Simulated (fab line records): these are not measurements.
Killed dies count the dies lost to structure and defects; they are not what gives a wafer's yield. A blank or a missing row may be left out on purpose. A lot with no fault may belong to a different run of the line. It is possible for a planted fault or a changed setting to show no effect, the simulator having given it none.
Comparing a struck lot with a sound one / flow nandHarc / 14 out of 1302 route steps
Sound: these wafers, L336.3, L336.4, L336.5. Wafers struck: L342.3, L342.5, L342.6. The cause is given at the end.
For every step that has rows: the tool of each side, followed by ch and its chambers, followed by its first start. Under that, the readings that differ: sound wafers / struck wafers / difference of the means / sigmas: that difference in standard deviations of wafers without a fault.
alike: readings with means less than 2 such deviations apart, plus words and numbers identical on both sides. not compared: withheld readings, readings lacking a value on some wafer, bounds such as >300 that could conceal the same value, and numbers that have no deviation in the record and whose values overlap.
A row with sigmas, a row that says differs or no value, or rows on one side alone: a step with any of these is where the two part. Numbers that have no deviation but don't overlap get no sigmas and don't part them. A reading that every wafer of one side lacks parts them only if that side has two wafers or more.

first, 1 step without rows for these wafers: NHARC_P_GATE_HARDBAKE_47 (time 80 s).
NHARC_P_GATE_DESCUM_48: chemistry O2, time 3 s.
  sound on rieDiel-07 ch 0,2,3, day 6 19:35; struck on rieDiel-07 ch 0,1, day 9 03:38
  alike: drypumpMotorCurrentA, oesProductAu, rfVppV, showerheadPlenumPTorr, throttleValvePct
  not compared: rfHoursCounterH
next, for these wafers, 1 step has no rows: NHARC_P_GATE_IMPLANT_49.
NHARC_P_GATE_STRIP_111: strips in N2/H2, time 250 s.
  sound on plasmaAsher-02 ch 0,1, day 6 20:01; struck on plasmaAsher-01 ch 0,1, day 9 04:09
  alike: drypumpMotorCurrentA, heaterPowerW, tempC
  not compared: rfHoursCounterH
NHARC_P_GATE_STRIP_75: strips in O2.
  sound on plasmaAsher-02 ch 0,1, day 6 20:14; struck on plasmaAsher-01 ch 0,1, day 9 04:20
  alike: drypumpMotorCurrentA, heaterPowerW, tempC
  not compared: rfHoursCounterH
then, 7 steps without rows for these wafers: NHARC_P_GATE_STRIP_50 (strips in SPM, time 900 s); NHARC_P_GATE_DEHYDRATE_51 (time 120 s); NHARC_P_GATE_HMDS_52 (time 30 s); NHARC_P_GATE_COAT_53; NHARC_P_GATE_SOFTBAKE_54 (time 95 s); NHARC_P_GATE_EBR_55; NHARC_P_GATE_EXPOSE_56 (exposes mask P PSD, target cd 720 nm).
NHARC_P_GATE_PEB_57: peb time 85 s.
  sound on lithoTrack-02 ch 0, day 6 20:56; struck on lithoTrack-02, day 9 05:09
  no value came back on the struck wafers for chillPlateTempC (C), exhaustPa (Pa); on the sound wafers chillPlateTempC (C) reads 23.02 23.19 23.14
then, 1 step without rows for these wafers: NHARC_P_GATE_DEVELOP_58 (time 70 s).

WHERE THEY PART
Only at NHARC_P_GATE_PEB_57, as far as this record shows.

WHY: what had been put in by the simulator
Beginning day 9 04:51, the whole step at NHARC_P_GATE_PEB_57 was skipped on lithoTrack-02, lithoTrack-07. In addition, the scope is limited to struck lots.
